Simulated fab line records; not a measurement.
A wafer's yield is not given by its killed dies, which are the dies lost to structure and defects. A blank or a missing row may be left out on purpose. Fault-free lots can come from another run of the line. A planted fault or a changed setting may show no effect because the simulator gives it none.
fab line records | flow n5_finfet
record: lots: 8 wafers: 24 last_day: 17
route steps=1938 shown HKMG_FIN@405 BEOL_M4@1111 PASSIVATION@1936
lots that met no fault: from a run of the same line without faults
start_h: the number of hours between the record's first day and the start of the first shown wafer of the lot | wait_h: time in hours since the lot's previous step | " as in the row above | L1.1+2: one row covering several wafers at once | - no value, or no start was given | * or withheld: withheld | < > ~ a bound
route shown NAME@n: names a module that has steps shown in the file, with the first one's number in the route | usual: mean and standard deviation over wafers with no fault | same: alike in all rows | chamber/n: place in a boat | sites: per-site readings | _std_site: the standard deviation of these | _edge_site: mean of outer sites minus mean of inner sites | radius_mm: for every site, how far away it sits from the centre of the wafer | mask NAME#n: copy n | behind: the last tool/chamber to shape the wafer | hold: the reason the lot was held/the length of the hold in hours/how it ended | device: names the non-switching transistor (n, p or np) | end of line: the same wafers' tests at the end of the route | for a step that has no rows: nothing shown but its recipe | killed: dies lost to structure and defects at the first sort, not the wafer's yield | map: dies across one wafer; x = killed, . = not, _ = none there
set.NAME: the run value of the setting; set.NAME@STEP: its run value at that earlier step | model.NAME: the simulator's own value behind a step, which no gauge read
a sample of lots followed through the steps of the route, with each step as a table and each wafer as a row
services: when a tool's chamber went out of use (start_h, in hours from the record's first day, below 0 if earlier), for how many hours, and the reason
== steps ==
step: N5_HKMG_FIN_STRIP_57
recipe: chemistry: CF4 resist: SiARC power_w: 300 bias_power_w: 75 pressure_mtorr: 50 cf4_flow_sccm: 150 rf_frequency_hz: 6e+07
usual: bias_power_w: 75.00/0.22 drypump_motor_current_A: 5.8/0.42 oes_product_au: 0.79/0.097 rf_fwd_power_W: 293.8/1.6 rf_vpp_V: 271.2/1.6 showerhead_plenum_p_Torr: 1.79/0.057 throttle_valve_pct: 13.54/0.28
columns lot.wafer tool chamber start_h wait_h bias_power_w drypump_motor_current_A oes_product_au rf_fwd_power_W rf_hours_counter_h rf_vpp_V showerhead_plenum_p_Torr throttle_valve_pct
L465.1 rie_diel-05 3 74.94 0.0 74.74 5.6 0.74 294.5 159 273.2 1.87 13.77
L465.3 " 1 " " 74.93 5.8 0.69 - 239 271.0 1.77 14.00
L465.5 " 1 " " 74.89 5.8 0.69 - - 271.0 1.77 14.00
L466.2 rie_diel-04 3 79.34 0.0 75.05 5.9 0.71 294.5 186 273.6 1.85 13.83
L466.4 " 3 " " 75.06 6.0 0.72 295.9 - 271.8 1.85 13.85
L466.5 " 2 " " 75.01 5.9 0.68 292.5 - 269.2 1.71 13.56
L473.1 rie_diel-04 3 120.61 0.0 75.36 6.0 0.71 294.4 202 271.8 1.84 13.86
L473.3 " 2 " " 75.10 5.9 0.68 - 224 267.6 1.70 13.57
L473.6 " 1 " " 75.27 6.4 0.91 292.3 - 274.7 1.90 13.53
L476.1 rie_diel-04 3 138.72 0.0 75.04 5.9 0.70 294.2 210 272.4 1.84 13.89
L476.4 " 0 " " 74.87 5.7 0.98 294.5 1 270.5 1.77 13.52
L476.6 " 1 " " 75.20 6.4 0.90 292.7 - 273.6 1.90 13.53
L480.1 rie_diel-05 0 162.35 0.0 75.09 5.5 0.86 293.1 46 271.5 1.81 13.01
L480.3 " 1 " " 75.11 5.8 0.93 - 14 270.8 1.77 13.47
L480.6 " 3 " " 74.93 5.6 0.71 294.3 - 271.6 1.86 13.84
L482.4 rie_diel-05 2 175.43 0.0 75.41 5.2 0.79 - 109 270.3 1.74 13.28
L482.5 " 3 " " 75.13 5.6 0.71 292.4 - 272.3 1.86 13.86
L482.6 " 2 " " 75.05 5.2 0.79 - - 268.1 1.75 13.27
L487.1 rie_diel-05 1 203.19 0.0 74.75 5.8 0.90 - 29 269.1 1.76 13.52
L487.5 " 0 " " 74.87 5.5 0.83 290.6 - 271.9 1.81 13.05
L487.6 " 3 " " 74.74 5.6 0.70 294.0 - 271.7 1.86 13.87
L488.1 rie_diel-04 1 209.96 0.0 75.08 6.4 0.86 291.2 46 275.2 1.89 13.61
L488.2 " 3 " " 74.70 5.9 0.69 - 237 272.3 1.83 13.95
L488.6 " 1 " " 74.91 6.4 0.86 292.3 - 273.6 1.89 13.62
step: N5_HKMG_FIN_ETCH_58
recipe: chemistry: N2/H2 target: SOC target_depth_a: 2158 ion_energy_ev: 50 bias_w: 13 time_s: 741 pressure_mtorr: 30 source_w: 875 n2_flow_sccm: 200 h2_flow_sccm: 200
usual: drypump_motor_current_A: 5.8/0.42 h2_flow_sccm: 200.0/0.58 oes_product_au: 0.80/0.1 rf_fwd_power_W: 873.8/2.4 rf_vpp_V: 99.0/0.91 showerhead_plenum_p_Torr: 2.54/0.089 throttle_valve_pct: 17.72/0.26
columns lot.wafer tool chamber start_h wait_h drypump_motor_current_A h2_flow_sccm oes_product_au rf_fwd_power_W rf_hours_counter_h rf_vpp_V showerhead_plenum_p_Torr throttle_valve_pct
L465.1 rie_diel-05 3 74.96 0.0 5.7 199.4 0.76 873.2 160 99.7 2.64 17.80
L465.3 " 1 " " 5.8 198.8 0.67 876.4 239 98.3 2.50 17.99
L465.5 " 1 " " 5.8 199.4 0.67 873.3 - 99.2 2.50 17.98
L466.2 rie_diel-04 3 79.36 0.0 5.9 199.5 0.72 874.9 187 100.4 2.63 18.12
L466.4 " 3 " " 6.0 199.5 0.72 874.0 - 101.0 2.63 18.10
L466.5 " 2 " " 5.9 199.9 0.69 877.6 - 98.6 2.42 17.65
L473.1 rie_diel-04 3 120.63 0.0 5.9 200.0 0.71 875.7 202 99.9 2.62 18.14
L473.3 " 2 " " 5.9 200.5 0.68 873.6 224 98.9 2.41 17.67
L473.6 " 1 " " 6.4 200.6 0.93 874.1 - 98.7 2.72 17.90
L476.1 rie_diel-04 3 138.74 0.0 5.9 200.4 0.70 875.1 210 99.3 2.62 18.15
L476.4 " 0 " " 5.7 200.3 1.00 876.5 1 99.9 2.48 17.74
L476.6 " 1 " " 6.4 199.9 0.92 874.9 - 98.7 2.71 17.94
L480.1 rie_diel-05 0 162.37 0.0 5.5 200.0 0.87 874.6 46 99.6 2.58 17.24
L480.3 " 1 " " 5.8 199.2 0.89 874.8 14 98.3 2.49 17.56
L480.6 " 3 " " 5.6 199.8 0.74 874.4 - 98.3 2.63 17.82
L482.4 rie_diel-05 2 175.45 0.0 5.2 201.3 0.77 873.8 109 99.5 2.46 17.41
L482.5 " 3 " " 5.7 199.5 0.72 873.5 - 99.8 2.62 17.86
L482.6 " 2 " " 5.2 199.3 0.76 872.5 - 100.5 2.46 17.41
L487.1 rie_diel-05 1 203.21 0.0 5.8 200.4 0.87 873.1 29 99.0 2.48 17.61
L487.5 " 0 " " 5.5 200.2 0.86 873.0 - 99.6 2.57 17.28
L487.6 " 3 " " 5.6 200.7 0.71 870.5 - 99.7 2.62 17.85
L488.1 rie_diel-04 1 209.98 0.0 6.4 200.9 0.87 871.7 46 99.9 2.70 17.97
L488.2 " 3 " " 6.0 199.5 0.68 874.4 238 99.6 2.61 18.22
L488.6 " 1 " " 6.4 200.6 0.87 868.7 - 99.8 2.70 17.97
step: N5_HKMG_FIN_STRIP_93
recipe: chemistry: N2/H2 material: SOC time_s: 20 power_w: 500 temp_c: 40 pressure_mtorr: 50 rf_frequency_hz: 6e+07 bias_power_w: 8 h2_frac: 0.5 n2_flow_sccm: 300 h2_flow_sccm: 300
usual: bias_power_w: 7.999/0.024 drypump_motor_current_A: 5.8/0.42 h2_flow_sccm: 300.0/0.82 oes_product_au: 0.80/0.098 rf_fwd_power_W: 496.1/1.7 rf_vpp_V: 54.0/0.91 showerhead_plenum_p_Torr: 3.35/0.11 throttle_valve_pct: 18.9/0.32
columns lot.wafer tool chamber start_h wait_h bias_power_w drypump_motor_current_A h2_flow_sccm oes_product_au rf_fwd_power_W rf_hours_counter_h rf_vpp_V showerhead_plenum_p_Torr throttle_valve_pct
L465.1 rie_diel-05 3 75.39 0.2 8.014 5.6 300.6 0.75 495.6 160 56.0 3.48 18.8
L465.3 " 1 " " 7.931 5.8 299.2 0.67 495.2 240 53.8 3.30 19.0
L465.5 " 1 " " 7.950 5.8 300.0 0.67 493.4 - 52.0 3.30 19.0
L466.2 rie_diel-04 3 79.78 0.2 8.002 6.0 300.9 0.73 496.1 187 55.2 3.47 19.3
L466.4 " 3 " " 8.017 6.0 298.3 0.72 496.9 - 54.0 3.47 19.3
L466.5 " 2 " " 8.026 5.9 299.2 0.69 497.6 - 53.5 3.20 18.7
L473.1 rie_diel-04 3 121.05 0.2 8.001 5.9 299.9 0.71 499.0 202 54.0 3.46 19.4
L473.3 " 2 " " 7.938 5.9 299.6 0.67 497.3 224 53.2 3.19 18.8
L473.6 " 1 " " 7.960 6.4 299.8 0.92 493.7 - 54.0 3.58 19.3
L476.1 rie_diel-04 3 139.17 0.2 8.010 5.9 298.8 0.71 498.4 210 55.6 3.46 19.4
L476.4 " 0 " " 8.020 5.7 299.6 1.00 498.3 2 53.1 3.28 18.9
L476.6 " 1 " " 8.029 6.4 300.7 0.92 493.3 - 54.1 3.58 19.3
L480.1 rie_diel-05 0 162.80 0.2 7.997 5.5 300.2 0.86 495.7 46 55.0 3.41 18.5
L480.3 " 1 " " 8.054 5.9 299.4 0.91 495.8 14 53.7 3.29 18.6
L480.6 " 3 " " 7.984 5.7 300.0 0.72 496.2 - 54.2 3.47 18.8
L482.4 rie_diel-05 2 175.88 0.2 8.001 5.2 300.0 0.78 498.0 110 54.6 3.25 18.6
L482.5 " 3 " " 8.038 5.6 299.7 0.72 497.7 - 54.5 3.46 18.8
L482.6 " 2 " " 8.002 5.2 300.4 0.77 495.9 - 52.2 3.25 18.6
L487.1 rie_diel-05 1 203.63 0.2 7.950 5.8 300.5 0.87 497.1 29 52.8 3.28 18.6
L487.5 " 0 " " 8.008 5.5 300.7 0.85 496.9 - 54.1 3.40 18.5
L487.6 " 3 " " 7.972 5.6 299.9 0.72 497.8 - 55.3 3.46 18.8
L488.1 rie_diel-04 1 210.41 0.2 8.067 6.4 300.0 0.85 493.3 46 53.8 3.56 19.3
L488.2 " 3 " " 8.005 5.9 299.6 0.68 498.5 238 54.4 3.44 19.4
L488.6 " 1 " " 8.003 6.4 301.2 0.85 494.2 - 53.6 3.56 19.3
step: N5_HKMG_FIN_PEB_10
recipe: peb_temp_c: withheld peb_time_s: 60 resist: CAR-ArF
columns lot.wafer tool chamber start_h wait_h
L465.1+3+5 litho_track-03 0 77.75 0.1
L466.2+4+5 litho_track-02 0 82.45 0.0
L473.1+3+6 litho_track-03 0 124.03 0.1
L476.1+4+6 litho_track-03 0 141.85 0.1
L480.1+3+6 litho_track-01 0 165.29 0.1
L482.4+5+6 litho_track-01 0 178.37 0.0
L487.1+5+6 litho_track-01 0 206.12 0.1
L488.1+2+6 litho_track-02 0 212.98 0.1
step: N5_HKMG_FIN_CD_MEAS_12
recipe: target_cd_nm: 92.8 landing_energy_ev: 500 detector: se_inlens
usual: cd_nm: 92.8/0.58
columns lot.wafer tool chamber start_h wait_h cd_nm
L465.1 cd_sem-03 0 77.82 - 92.7
L465.3 " 0 " " 93.2
L465.5 " 0 " " 92.4
L466.2 cd_sem-02 0 82.52 - 92.3
L466.4 " 0 " " 92.5
L466.5 " 0 " " 92.3
L473.1 cd_sem-02 0 124.10 - 95.1
L473.3 " 0 " " 94.6
L473.6 " 0 " " 95.1
L476.1 cd_sem-02 0 141.92 - 95.1
L476.4 " 0 " " 94.8
L476.6 " 0 " " 94.3
L480.1 cd_sem-02 0 165.36 - 93.7
L480.3 " 0 " " 93.4
L480.6 " 0 " " 93.1
L482.4 cd_sem-01 0 178.44 - 92.7
L482.5 " 0 " " 92.0
L482.6 " 0 " " 93.3
L487.1 cd_sem-03 0 206.19 - 92.6
L487.5 " 0 " " 91.2
L487.6 " 0 " " 93.1
L488.1 cd_sem-03 0 213.05 - 92.7
L488.2 " 0 " " 92.4
L488.6 " 0 " " 92.6
step: N5_BEOL_M4_RC_MEAS_101
usual: DIBL_N: 36.3/1.7 DIBL_P: 36.3/2.2 IOFF_N: 0.16/0.034 IOFF_P: 0.21/0.038 ION_N: 673/13 ION_P: 461/8.3 SS_N: 71.5/0.55 SS_P: 73.3/0.67 VT_N: 250/3.4 VT_P: -251/3.5
columns lot.wafer tool chamber start_h wait_h DIBL_N[mV/V] DIBL_P[mV/V] IOFF_N[nA/um] IOFF_P[nA/um] ION_N[uA/um] ION_P[uA/um] SS_N[mV/dec] SS_P[mV/dec] VT_N[mV] VT_P[mV]
L466.2 prober-02 0 160.47 0.2 35.6 36.5 0.16 0.20 665 456 71.5 73.2 252 -252
L466.4 " 0 " " 34.8 34.9 0.14 0.18 658 449 71.5 73.5 253 -255
L466.5 " 0 " " 33.3 33.0 0.12 0.16 651 456 70.5 72.3 257 -254
L465.1 prober-01 0 169.82 0.0 40.2 39.4 0.24 0.28 688 460 72.3 72.9 244 -246
L465.3 " 0 " " 36.2 35.4 0.16 0.19 679 461 71.2 72.6 250 -251
L465.5 " 0 " " 35.2 33.2 0.12 0.16 653 446 71.2 72.5 254 -254
L473.1 prober-01 0 210.59 0.0 37.0 39.3 0.16 0.25 656 464 71.9 73.5 251 -247
L473.3 " 0 " " 37.0 39.2 0.16 0.23 679 465 72.1 73.6 251 -251
L473.6 " 0 " " 36.8 38.2 0.15 0.23 663 462 71.5 74.0 250 -246
L476.1 prober-02 0 237.78 0.0 35.7 35.9 0.16 0.18 676 459 71.1 72.8 248 -253
L476.4 " 0 " " 37.9 37.6 0.19 0.21 662 452 72.6 73.9 249 -251
L476.6 " 0 " " 36.9 37.3 0.18 0.20 679 452 71.7 73.5 247 -253
L480.1 prober-01 0 266.45 0.0 38.7 38.5 0.21 0.23 690 466 72.0 74.1 246 -253
L480.3 " 0 " " 38.9 40.0 0.22 0.26 701 469 71.7 74.2 245 -249
L480.6 " 0 " " 36.7 36.8 0.17 0.20 681 461 71.6 74.4 247 -254
L482.4 prober-02 0 268.68 0.5 37.7 36.8 0.17 0.17 680 453 71.8 73.3 248 -259
L482.5 " 0 " " 36.5 34.2 0.15 0.15 668 450 71.5 73.3 253 -258
L482.6 " 0 " " 36.4 34.9 0.14 0.15 674 454 70.8 72.7 250 -259
L487.1 prober-02 0 293.52 0.0 36.2 34.5 0.15 0.20 660 455 72.0 73.7 249 -250
L487.5 " 0 " " 34.7 33.2 0.13 0.17 667 455 70.9 73.3 250 -255
L487.6 " 0 " " 35.2 33.5 0.14 0.18 661 450 71.3 73.4 251 -251
L488.1 prober-02 0 296.96 0.0 36.2 35.5 0.14 0.17 662 453 71.2 73.1 253 -256
L488.2 " 0 " " 38.1 37.5 0.18 0.20 671 455 71.8 73.8 248 -251
L488.6 " 0 " " 38.4 38.9 0.20 0.23 693 465 71.8 74.1 248 -253
step: N5_PASSIVATION_PROBE_49
usual: defect_limited_yield: 91.4/1.6 killed_at_M0_to_M3: 34/10 killed_at_M4_up: 12/4.8 killed_at_contacts: 11/6.2 killed_at_front_end: 39/13 killed_at_other: 4/3.1 killed_dies: 101/19 killed_on_rim: 13/4.1 killed_open: 67/14 killed_short: 32/8.3 sort_bin_5_function: 5.0/1 sort_bin_6_memory: 3.2/0.76 sort_n_pass: 1079/19 sort_yield_pct: 91.4/1.6
same: gross_dies: 1180 killed_at_back_side: 0 sort_bin_4_leakage[%]: 0 sort_bin_8_speed[%]: 0
columns lot.wafer tool chamber start_h wait_h defect_limited_yield[%] killed_at_M0_to_M3 killed_at_M4_up killed_at_contacts killed_at_front_end killed_at_other killed_dies killed_on_rim killed_open killed_short sort_bin_5_function[%] sort_bin_6_memory[%] sort_n_pass sort_yield_pct[%]
L473.1 prober-01 - 320.94 0.0 92.5 33 13 13 26 4 89 13 60 28 5.2 2.4 1091 92.5
L473.3 prober-01 - 321.04 0.1 92.0 35 6 13 33 7 94 12 59 34 3.8 4.0 1086 92.0
L473.6 prober-01 - 321.19 0.3 91.8 46 7 13 30 1 97 5 64 33 4.7 3.4 1083 91.8
L476.4 prober-01 - 347.48 0.2 90.0 40 19 18 35 6 118 11 78 34 5.6 4.1 1062 90.0
killed by level:class
L473.1 FIN_SAQP:geometric_particle:open=12 MOL_CONTACT_COAG:geometric_particle:open=11 BEOL_M0:geometric_particle:open=6 BEOL_M1:geometric_particle:open=6 BEOL_M3:geometric_particle:short=6 FIN_SAQP:geometric_particle:short=4 GATE_CUT:geometric_particle:open=4 BEOL_M0_SAQP:geometric_particle:open=4
L473.3 MOL_CONTACT_COAG:geometric_particle:open=11 BEOL_M1:geometric_particle:open=11 BEOL_M2:geometric_particle:open=10 FIN_SAQP:geometric_particle:open=5 STI_FIN_REVEAL:geometric_particle:open=5 ILD0:geometric_particle:short=5 GATE_CUT:geometric_particle:short=4 DUMMY_GATE:geometric_particle:short=3
L473.6 BEOL_M2:geometric_particle:open=13 MOL_CONTACT_COAG:geometric_particle:open=11 BEOL_M0_SAQP:geometric_particle:open=9 BEOL_M1:geometric_particle:open=8 BEOL_M0_SAQP:geometric_particle:short=7 FIN_SAQP:geometric_particle:short=6 STARTING-WAFER:geometric_particle:short=6 STI_FIN_REVEAL:geometric_particle:open=4
L476.4 MOL_CONTACT_COAG:geometric_particle:open=16 STI_FIN_REVEAL:geometric_particle:open=10 BEOL_M0_SAQP:geometric_particle:short=9 BEOL_M4:geometric_particle:open=8 BEOL_M1:geometric_particle:open=7 BEOL_M2:geometric_particle:open=7 FIN_SAQP:geometric_particle:short=6 BEOL_M1:geometric_particle:short=6
== services ==
columns tool chamber start_h hours kind
rie_diel-05 - 55.14 2.8 pm
rie_diel-04 1 74.69 - clean
rie_diel-04 1 74.69 - consumable_replace:focus_ring
rie_diel-04 1 74.69 - consumable_replace:showerhead
rie_diel-04 1 74.69 12.3 scheduled_down
rie_diel-04 1 74.69 12.3 vent_cycle
litho_track-02 - 89.74 - consumable_replace:filter
rie_diel-04 0 96.43 3.4 repair
rie_diel-05 1 106.79 - clean
rie_diel-05 1 106.79 - consumable_replace:focus_ring
rie_diel-05 1 106.79 17.9 scheduled_down
rie_diel-05 1 106.79 17.9 vent_cycle
rie_diel-04 0 118.61 - clean
rie_diel-04 0 118.61 - consumable_replace:focus_ring
rie_diel-04 0 118.61 15.0 scheduled_down
rie_diel-04 0 118.61 15.0 vent_cycle
litho_track-03 - 160.39 - consumable_replace:filter
litho_track-01 - 167.90 - consumable_replace:filter
rie_diel-04 3 172.52 3.1 repair
rie_diel-04 2 184.78 - clean
rie_diel-04 2 184.78 - consumable_replace:focus_ring
rie_diel-04 2 184.78 - consumable_replace:showerhead
rie_diel-04 2 184.78 21.2 scheduled_down
rie_diel-04 2 184.78 21.2 vent_cycle
== key ==
first_sign: step: N5_HKMG_FIN_CD_MEAS_12 reading: cd_nm direction: up sigmas: 3.6 usual: 92.8 struck: 94.8
effect none on later readings
met_at N5_HKMG_FIN_PEB_10
struck_lots L473,L476
not_acting_at N5_HKMG_FIN_STRIP_57,N5_HKMG_FIN_ETCH_58,N5_HKMG_FIN_STRIP_93
onset_between 77.75 124.03
fault: kind: process_parameter_drift tool: litho_track-03 chamber: - onset_h: 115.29 steps: N5_HKMG_FIN_PEB_10 channel: peb_temp_c offset: withheld shape: step end_h: 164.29 acts_in: *
